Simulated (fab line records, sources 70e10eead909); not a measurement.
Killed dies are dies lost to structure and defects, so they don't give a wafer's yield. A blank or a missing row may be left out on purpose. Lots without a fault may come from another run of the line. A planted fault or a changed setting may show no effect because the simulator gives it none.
fab line records | flow nand_harc
record lots=12 wafers=34 last_day=25
route steps=1159 shown A_CHANNEL_HOLE_D1@466 END@1159
lots that met no fault: from a run of the same line without faults
start_h: hours from the record's first day to the start of the lot's first wafer shown | wait_h: hours since the lot's step before | " the same as in the row above | L1.1+2: a row that stands for several wafers | - no value, or no start given | * or withheld: withheld | < > ~ a bound
route shown NAME@n: a module of which the file shows steps, and the number in the route of the first | usual: mean/standard deviation of fault-free wafers | same: alike in all rows | chamber/n: place in a boat | sites: the reading at each site | _std_site: their standard deviation | _edge_site: outer sites' mean less inner sites' | radius_mm: how far each site lies from the wafer's centre | mask NAME#n: copy n | behind: the tool/chamber that last shaped the wafer | hold: why the lot was held/for how many hours/how that ended | device: the transistor (n, p or np) that didn't switch | end of line: the same wafers' tests at the end of the route | a step without rows: its recipe alone | killed: dies lost to structure and defects at the first sort, not the wafer's yield | map: a wafer's dies, x killed, . not, _ none there
set.NAME: the setting as run; set.NAME@STEP: as run at that earlier step | model.NAME: the simulator's own value behind a step, which no gauge read
steps of the route over a sample of lots; a table a step, a row a wafer
services: from which hour (start_h, from the record's first day; less than 0 if before it) a tool's chamber was out of use, for how many hours, and why
## steps
# step NHARC_A_CHANNEL_HOLE_D1_ETCH_38
# recipe target_depth_a=390 over_etch_frac=0.3 time_s=65 ion_energy_ev=80 cf4_flow_sccm=150 ar_flow_sccm=0 rf_w=300 bias_w=100 chemistry=CF4
# usual drypump_motor_current_A=5.92/0.28 oes_product_au=1.001/0.009 rf_vpp_V=151.3/1.1 run_length_s=86.1/0.47 showerhead_plenum_p_Torr=1.78/0.071 throttle_valve_pct=13.283/0.0088
# columns lot.wafer tool chamber start_h wait_h drypump_motor_current_A oes_product_au rf_hours_counter_h rf_vpp_V run_length_s showerhead_plenum_p_Torr throttle_valve_pct
L754.3 rie_diel-11 1 187.77 0.1 6.25 1.009 11 150.2 86.4 1.70 13.274
L754.6 " 3 " " 6.07 1.000 - 151.9 86.2 1.83 13.307
L754.4 " 1 " " 6.22 1.007 - 150.7 86.5 1.70 13.278
L753.2 rie_diel-10 1 192.60 0.1 5.18 1.000 0 150.3 85.7 1.80 13.286
L753.1 " 3 " " 5.93 1.005 1 149.8 85.4 1.66 13.284
L753.6 " 1 " " 5.21 1.004 - 150.9 85.5 1.80 13.274
L755.4 rie_diel-03 1 195.50 0.1 6.17 1.010 8 149.7 86.4 1.81 13.284
L755.3 " 3 " " 6.05 0.992 7 152.1 85.3 1.89 13.273
L755.5 " 0 " " 5.67 1.001 - 150.4 85.5 1.76 13.292
L757.3 rie_diel-03 0 203.48 0.1 5.68 0.987 9 151.0 85.3 1.76 13.291
L757.1 " 1 " " 6.15 1.016 9 151.4 86.6 1.81 13.293
L757.2 " 2 " " 6.02 1.011 9 152.2 85.8 1.81 13.286
L759.2 rie_diel-11 1 217.39 0.1 6.26 0.985 1 151.4 87.0 1.70 13.286
L759.3 " 3 " " 6.06 0.991 1 153.1 86.4 1.83 13.275
L759.6 " 1 " " 6.26 1.000 - 150.8 86.6 1.70 13.267
L760.4 rie_diel-10 2 230.94 0.1 5.99 1.005 3 149.1 86.0 1.70 13.277
L760.2 " 3 " " 5.93 1.015 3 150.8 85.6 1.66 13.282
L760.5 " 2 " " 5.98 1.013 - 150.5 86.4 1.70 13.276
L767.3 rie_diel-10 3 269.29 0.1 5.95 1.019 7 150.2 85.7 1.66 13.278
L767.1 " 0 " " 5.80 1.018 8 154.3 86.6 1.85 13.290
L767.6 " 3 " " 5.95 1.006 - 151.1 85.5 1.66 13.280
L769.3 rie_diel-10 0 275.08 0.1 5.81 1.004 8 151.5 86.5 1.85 13.294
L769.6 " 0 " " 5.80 1.008 - 152.8 86.2 1.85 13.283
L771.4 rie_diel-10 3 291.08 0.1 5.96 1.007 9 150.3 85.7 1.66 13.287
L771.6 " 1 " " 5.20 0.999 - 152.1 85.7 1.79 13.280
L772.2 rie_diel-11 2 299.06 0.1 5.91 0.985 6 150.5 86.0 1.86 13.275
L772.5 " 0 " " 6.04 0.994 - 151.8 86.1 1.75 13.272
L772.6 " 1 " " 6.26 0.993 - 150.8 86.5 1.70 13.272
L774.3 rie_diel-11 1 314.29 0.1 6.25 1.004 9 149.7 87.2 1.70 13.279
L774.4 " 2 " " 5.85 0.993 6 153.0 86.4 1.86 13.286
L774.6 " 2 " " 5.86 1.005 - 152.7 86.5 1.86 13.281
L773.3 rie_diel-03 3 314.72 0.1 6.04 0.998 5 152.2 85.6 1.89 13.289
L773.4 " 0 " " 5.67 0.989 4 151.2 85.4 1.76 13.277
L773.5 " 3 " " 6.02 0.994 - 153.2 85.3 1.89 13.284
# step NHARC_A_CHANNEL_HOLE_D1_ETCH_16
# recipe target_depth_a=31000 over_etch_frac=0.3 time_s=806 ion_energy_ev=150 o2_flow_sccm=400 cos_flow_sccm=20 ar_flow_sccm=0 rf_w=500 bias_w=300 chemistry=O2/COS
# usual cos_flow_sccm=19.99/0.061 drypump_motor_current_A=5.92/0.29 oes_product_au=1.000/0.0086 rf_vpp_V=314.4/2.1 run_length_s=827.1/0.47 showerhead_plenum_p_Torr=3.14/0.12 throttle_valve_pct=28.330/0.0084
# columns lot.wafer tool chamber start_h wait_h cos_flow_sccm drypump_motor_current_A oes_product_au rf_hours_counter_h rf_vpp_V run_length_s showerhead_plenum_p_Torr throttle_valve_pct
L754.3 rie_diel-11 2 188.27 - 20.09 5.89 0.999 10 316.6 827.1 3.28 28.346
L754.4 " 3 " " 20.11 6.04 0.996 - 316.0 827.6 3.23 28.327
L754.6 " 1 " " 19.98 6.23 0.998 - 313.6 827.4 3.00 28.335
L753.2 rie_diel-10 2 193.10 - 19.94 5.99 0.996 1 312.1 827.1 3.00 28.339
L753.1 " 0 " " 19.99 5.79 0.998 1 315.5 827.6 3.27 28.324
L753.6 " 2 " " 19.96 6.00 1.006 - 313.1 827.4 3.00 28.331
L755.4 rie_diel-03 2 195.94 - 20.08 6.04 1.009 8 315.7 826.9 3.19 28.331
L755.3 " 1 " " 20.09 6.14 1.011 8 315.6 827.8 3.19 28.332
L755.5 " 3 " " 19.96 6.06 1.001 - 318.8 826.4 3.34 28.339
L757.3 rie_diel-03 2 203.97 - 20.03 6.05 1.016 9 314.7 826.7 3.19 28.335
L757.1 " 3 " " 20.05 6.07 0.989 8 319.6 826.6 3.34 28.329
L757.2 " 0 " " 19.91 5.70 0.992 9 313.4 826.9 3.11 28.334
L759.3 rie_diel-11 1 218.06 - 19.85 6.26 0.989 2 312.9 827.6 3.00 28.323
L759.2 " 2 " " 19.96 5.91 0.992 2 317.8 827.2 3.28 28.336
L759.6 " 0 " " 20.01 6.10 0.992 - 311.5 827.0 3.09 28.329
L760.2 rie_diel-10 0 231.50 - 20.01 5.81 1.006 4 315.5 827.3 3.26 28.329
L760.4 " 1 " " 20.08 5.20 0.996 4 315.0 826.6 3.17 28.316
L760.5 " 2 " " 19.98 5.98 1.013 - 311.8 827.3 3.00 28.318
L767.3 rie_diel-10 0 269.73 - 20.11 5.80 1.016 8 317.1 827.4 3.26 28.332
L767.1 " 3 " " 19.99 5.95 1.008 8 312.2 827.4 2.93 28.338
L767.6 " 1 " " 20.00 5.18 1.000 - 313.7 642.4 3.17 28.330
L769.3 rie_diel-10 0 275.63 - 20.06 5.81 1.021 9 313.6 827.9 3.26 28.310
L769.6 " 2 " " 20.01 5.99 1.011 - 311.1 643.4 3.00 28.338
L771.4 rie_diel-10 1 291.68 - 19.98 5.15 1.007 10 314.4 642.3 3.17 28.328
L771.6 " 2 " " 19.94 5.98 1.011 - 310.3 642.6 3.00 28.329
L772.2 rie_diel-11 2 299.54 - 20.02 5.85 0.985 6 315.0 827.1 3.28 28.327
L772.6 " 1 " " 20.00 6.26 1.003 - 311.8 827.7 3.00 28.329
L772.5 " 2 " " 19.96 5.91 0.992 - 316.5 827.1 3.28 28.317
L774.3 rie_diel-11 3 314.80 - 20.07 6.08 1.000 7 314.4 827.3 3.22 28.344
L774.4 " 0 " " 20.03 6.11 0.999 9 312.5 826.8 3.09 28.327
L774.6 " 3 " " 20.01 6.11 0.992 - 315.5 827.3 3.22 28.326
L773.3 rie_diel-03 2 315.16 - 20.01 6.02 0.988 5 315.4 826.8 3.19 28.331
L773.4 " 0 " " 20.06 5.69 0.978 4 315.1 826.4 3.11 28.327
L773.5 " 2 " " 20.04 6.02 0.995 - 313.8 826.8 3.19 28.342
# step NHARC_A_CHANNEL_HOLE_D1_ETCH_19
# recipe bias_v=1200 source_w=2500 pressure_mtorr=15 time_s=34.5 ar_flow_sccm=375 c4f8_flow_sccm=28.8 o2_flow_sccm=96.2 temp_c=-20 target_depth_a=* chemistry=C4F8/O2/Ar
# usual drypump_motor_current_A=6.0/0.38 run_length_s=35.6/0.31 showerhead_plenum_p_Torr=3.88/0.048 throttle_valve_pct=37.037/0.0098
# columns lot.wafer tool chamber start_h wait_h drypump_motor_current_A rf_hours_counter_h run_length_s showerhead_plenum_p_Torr throttle_valve_pct
L754.4 har_etch-02 1 189.08 0.1 6.2 - 36.2 3.92 37.017
L754.3 " 0 " " 5.5 - 35.4 3.92 37.045
L754.6 " 0 " " 5.5 - 35.3 3.92 37.028
L753.2 har_etch-02 0 193.69 0.1 5.5 107 35.1 3.92 37.048
L753.1 " 1 " " 6.2 107 35.7 3.92 37.036
L753.6 " 1 " " 6.2 - 35.7 3.92 37.041
L755.4 har_etch-02 0 197.89 1.4 5.5 - 35.1 3.92 37.049
L755.3 " 1 " " 6.2 - 35.7 3.92 37.041
L755.5 " 1 " " 6.2 - 36.0 3.92 37.041
L757.2 har_etch-02 1 204.56 0.1 6.2 115 35.7 3.92 37.043
L757.1 " 0 " " 5.5 115 35.3 3.92 37.032
L757.3 " 0 " " 5.5 - 35.3 3.92 37.015
L759.2 har_etch-01 0 218.67 0.1 6.5 207 35.3 3.80 37.046
L759.3 " 0 " " 6.5 - 35.4 3.80 37.039
L759.6 " 0 " " 6.5 - 35.6 3.80 37.024
L760.2 har_etch-02 1 232.06 0.1 6.2 125 35.8 3.91 37.038
L760.4 " 0 " " 5.5 - 35.1 3.91 37.040
L760.5 " 0 " " 5.5 - 35.2 3.91 37.024
L767.1 har_etch-02 1 270.41 0.1 6.2 144 35.6 3.90 37.044
L767.3 " 1 " " 6.2 - 35.4 3.90 37.039
L767.6 " 1 " " 6.2 - 35.5 3.90 37.048
L769.3 har_etch-02 1 276.21 0.1 6.2 - 35.7 3.90 37.038
L769.6 " 1 " " 6.2 - 35.5 3.90 37.024
L771.4 har_etch-02 0 292.19 0.1 5.5 - 35.5 3.89 37.048
L771.6 " 1 " " 6.2 - 35.7 3.90 37.013
L772.2 har_etch-01 0 300.14 0.1 6.5 245 35.3 3.77 37.017
L772.5 " 0 " " 6.5 - 35.6 3.77 37.034
L772.6 " 1 " " 6.2 - 36.1 3.84 37.032
L774.3 har_etch-02 1 315.44 0.1 6.2 - 35.5 3.89 37.034
L774.4 " 0 " " 5.5 - 35.1 3.89 37.028
L774.6 " 1 " " 6.2 - 35.8 3.89 37.038
L773.3 har_etch-02 0 319.63 3.9 5.5 - 35.1 3.89 37.048
L773.4 " 1 " " 6.2 - 35.7 3.89 37.046
L773.5 " 1 " " 6.2 - 35.7 3.89 37.026
# step NHARC_A_CHANNEL_HOLE_D1_ETCH_21
# recipe bias_v=3000 source_w=withheld pressure_mtorr=20 time_s=514.3 ar_flow_sccm=375 c4f8_flow_sccm=89.3 o2_flow_sccm=35.7 temp_c=-20 target_depth_a=16000 chemistry=C4F8/O2/Ar
# usual drypump_motor_current_A=6.0/0.38 run_length_s=499.3/0 showerhead_plenum_p_Torr=3.83/0.046 throttle_valve_pct=32.156/0.0093
# columns lot.wafer tool chamber start_h wait_h drypump_motor_current_A rf_hours_counter_h run_length_s showerhead_plenum_p_Torr throttle_valve_pct
L754.4 har_etch-02 1 189.62 0.3 6.2 - 499.3 3.87 32.156
L754.3 " 0 " " 5.5 - 499.3 3.87 32.150
L754.6 " 0 " " 5.5 - 499.3 3.87 32.154
L753.2 har_etch-02 0 194.11 0.3 5.5 107 499.3 3.87 32.148
L753.1 " 1 " " 6.2 107 499.3 3.87 32.141
L753.6 " 1 " " 6.2 - 499.3 3.87 32.152
L755.4 har_etch-02 0 198.43 0.3 5.5 - 499.3 3.87 32.163
L755.3 " 1 " " 6.2 - 499.3 3.87 32.165
L755.5 " 1 " " 6.2 - 499.3 3.87 32.156
L757.2 har_etch-02 1 204.99 0.3 6.2 115 499.3 3.87 32.155
L757.1 " 0 " " 5.5 115 499.3 3.87 32.140
L757.3 " 0 " " 5.5 - 499.3 3.87 32.147
L759.2 har_etch-01 0 219.15 0.3 6.5 207 499.3 3.75 32.165
L759.3 " 0 " " 6.5 - 499.3 3.75 32.178
L759.6 " 0 " " 6.5 - 499.3 3.75 32.154
L760.2 har_etch-02 1 232.54 0.3 6.2 126 499.3 3.86 32.149
L760.4 " 0 " " 5.5 - 499.3 3.86 32.170
L760.5 " 0 " " 5.5 - 499.3 3.86 32.167
L767.1 har_etch-02 1 270.89 0.3 6.2 144 499.3 3.85 32.169
L767.3 " 1 " " 6.2 - 499.3 3.85 32.157
L767.6 " 1 " " 6.2 - 499.3 3.85 32.151
L769.3 har_etch-02 1 276.74 0.3 6.2 - 499.3 3.85 32.160
L769.6 " 1 " " 6.2 - 499.3 3.85 32.169
L771.4 har_etch-02 0 292.73 0.3 5.5 - 499.3 3.85 32.160
L771.6 " 1 " " 6.2 - 499.3 3.85 32.167
L772.2 har_etch-01 0 300.56 0.3 6.5 246 499.3 3.73 32.145
L772.5 " 0 " " 6.5 - 499.3 3.73 32.159
L772.6 " 1 " " 6.2 - 499.3 3.79 32.172
L774.3 har_etch-02 1 315.98 0.3 6.2 - 499.3 3.84 32.163
L774.4 " 0 " " 5.5 - 499.3 3.84 32.139
L774.6 " 1 " " 6.2 - 499.3 3.84 32.149
L773.3 har_etch-02 0 320.16 0.3 5.5 - 499.3 3.84 32.141
L773.4 " 1 " " 6.2 - 499.3 3.84 32.150
L773.5 " 1 " " 6.2 - 499.3 3.84 32.163
# step NHARC_END_SORT_01
# recipe temp_c=25
# usual killed_at_array=27/11 killed_at_other=0.7/0.93 killed_at_periphery=2.9/1.9 killed_dies=30/11 killed_open=3.1/1.7 killed_short=1.9/1.3
# same gross_dies=677
# columns lot.wafer tool chamber start_h wait_h killed_at_array killed_at_other killed_at_periphery killed_dies killed_open killed_short
L767.1 prober-01 0 549.60 2.5 27 1 2 30 3 2
L767.3 prober-01 0 551.18 3.1 37 0 1 38 3 0
L767.6 prober-01 0 553.55 3.9 405 0 0 405 1 1
L771.4 prober-02 0 569.96 3.4 366 1 1 368 3 1
L771.6 prober-02 0 571.55 4.0 282 0 2 284 4 2
# killed by level:class
L767.1 A_SLIT:chamber_film_flake=11 A_CHANNEL_HOLE_D1:chamber_film_flake=4 A_CONTACT:geometric_particle:open=3 A_CONTACT:chamber_film_flake=3 A_M1:chamber_film_flake=3 A_ONON_D1:geometric_particle:short=1 A_WL_FILL:geometric_particle:short=1 P_GATE:chamber_film_flake=1
L767.3 A_SLIT:chamber_film_flake=21 A_CHANNEL_HOLE_D1:chamber_film_flake=5 A_M1:chamber_film_flake=5 A_CONTACT:chamber_film_flake=3 P_GATE:geometric_particle:open=1 A_CONTACT:geometric_particle:open=1 A_M0:geometric_particle:open=1 A_WL_FILL:chamber_film_flake=1
L767.6 A_CHANNEL_HOLE_D1:area_etch=378 A_SLIT:chamber_film_flake=12 A_CHANNEL_HOLE_D1:chamber_film_flake=6 A_CONTACT:chamber_film_flake=3 A_M1:chamber_film_flake=3 A_ONON_D1:geometric_particle:short=1 A_CONTACT:geometric_particle:open=1 A_STAIRCASE:chamber_film_flake=1
L771.4 A_CHANNEL_HOLE_D1:area_etch=352 A_CHANNEL_HOLE_D1:chamber_film_flake=7 A_CHANNEL_FILL_D1:geometric_particle:open=1 A_CHANNEL_FILL_D1:geometric_particle:short=1 A_CONTACT:geometric_particle:open=1 STARTING-WAFER:geometric_particle:open=1 P_M0:chamber_film_flake=1 A_ZERO_WELL:chamber_film_flake=1
L771.6 A_CHANNEL_HOLE_D1:area_etch=261 A_CHANNEL_HOLE_D1:chamber_film_flake=5 A_SLIT:chamber_film_flake=3 A_WL_FILL:chamber_film_flake=3 A_CONTACT:chamber_film_flake=2 A_M0:chamber_film_flake=2 P_GATE:geometric_particle:open=1 A_SOURCE_PLATE:geometric_particle:open=1
## services
# columns tool chamber start_h hours kind
rie_diel-10 - 176.56 9.0 pm
rie_diel-10 0 176.56 9.0 vent_cycle
rie_diel-10 1 176.56 9.0 vent_cycle
rie_diel-10 2 176.56 9.0 vent_cycle
rie_diel-10 3 176.56 9.0 vent_cycle
rie_diel-11 2 177.64 3.7 repair
rie_diel-11 0 180.25 10.0 repair
rie_diel-11 - 180.76 0.7 repair
rie_diel-10 0 185.56 - clean
rie_diel-10 1 185.56 - clean
rie_diel-10 2 185.56 - clean
rie_diel-10 3 185.56 - clean
rie_diel-11 - 189.59 9.0 pm
rie_diel-10 2 194.80 4.7 repair
rie_diel-11 3 199.41 2.0 repair
rie_diel-10 0 210.07 - clean
rie_diel-10 1 210.07 - clean
rie_diel-03 - 215.30 9.0 pm
rie_diel-11 - 226.43 1.0 repair
rie_diel-11 3 228.86 19.9 repair
rie_diel-03 0 230.80 11.2 repair
rie_diel-11 2 244.38 20.7 repair
rie_diel-11 2 269.12 8.3 repair
har_etch-01 - 305.97 17.0 pm
## key
first_sign step=NHARC_A_CHANNEL_HOLE_D1_ETCH_16 reading=run_length_s direction=down sigmas=99+ usual=* struck=*
effect step=NHARC_END_SORT_01 reading=killed_at_array direction=up sigmas=30 usual=27 struck=351
more_kills_born_at NHARC_A_CHANNEL_HOLE_D1_ETCH_16@rie_diel-10=991
met_at NHARC_A_CHANNEL_HOLE_D1_ETCH_16
struck_lots L767,L769,L771
struck_wafers L767.6,L769.6,L771.4,L771.6
later_rows_left_out L767.6,L771.4
sort_left_out L769.6
tester_left_out L767,L769,L771
not_acting_at NHARC_A_CHANNEL_HOLE_D1_ETCH_38,NHARC_A_CHANNEL_HOLE_D1_ETCH_19,NHARC_A_CHANNEL_HOLE_D1_ETCH_21
onset_between 231.50 269.73
fault kind=process_parameter_drift tool=rie_diel-10 chamber=- onset_h=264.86 steps=NHARC_A_CHANNEL_HOLE_D1_ETCH_16 channel=time_s offset=* shape=step end_h=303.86 scope=struck_wafers_only acts_in=* stated=*
# tester_left_out: of these lots the tester's yield and bins aren't shown, on N5 and GAA mostly nor the transistor test; their killed dies are dies lost to structure and defects alone, not to doping, threshold or leakage, so they don't give the yield
# sort_left_out: the simulated sort isn't trusted on such a fault, so these wafers' sort isn't shown, and their yield isn't known
# later_rows_left_out: the simulator's readings of these wafers behind a module that went badly wrong aren't trusted and aren't shown, but for the sort
